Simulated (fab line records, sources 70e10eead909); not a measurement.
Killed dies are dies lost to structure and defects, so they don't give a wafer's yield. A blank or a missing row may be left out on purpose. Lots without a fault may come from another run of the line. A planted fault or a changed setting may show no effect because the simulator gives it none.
Chamber matching | flow nand_harc | NHARC_P_CONTACT_ALD_22 on ald_metal-02: 4 sister chambers
The step deposits TiN, target thk 3 nm, pulse time 1 s, ald cycles 150. 4 wafers are shown with their chamber, then 6 later ones without.

WAFERS WITH THEIR CHAMBER
wafer  | chamber | heater_power_w (W)
L362.2 | 2       | 1059
L362.6 | 0       | 1069
L366.1 | 1       | 989
L366.2 | 3       | 1100

WAFERS WITHOUT THEIR CHAMBER
wafer  | heater_power_w (W)
L375.1 | 1008
L375.3 | 1091
L375.4 | 1086
L376.2 | 1086
L376.5 | 1033
L376.6 | 1101

WHICH CHAMBER EACH WENT THROUGH
wafer  | from the rows above          | in truth
L375.1 | 1                            | 1
L375.3 | can't be placed: 3 or 0 or 2 | 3
L375.4 | can't be placed: 3 or 0 or 2 | 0
L376.2 | can't be placed: 3 or 0 or 2 | 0
L376.5 | can't be placed: 2 or 0 or 1 | 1
L376.6 | can't be placed: 3 or 0      | 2
Placed correctly: 1 of 6. Can't be placed from these rows: 5 (the true chamber is among the candidates in 4). Placed wrongly: 0.
How it was worked out, from the rows above alone: a wafer's distance from a chamber is the root of the sum, over the readings, of the square of ((its reading less the chamber's mean) divided by the reading's scatter). The wafer belongs to the nearest chamber; if the next one is less than 2 further off, it can't be placed. A chamber's mean is the mean of its shown wafers. The scatter: with one shown wafer a chamber, the root of the mean of the squares of how far each hidden wafer lies from its nearest shown one.
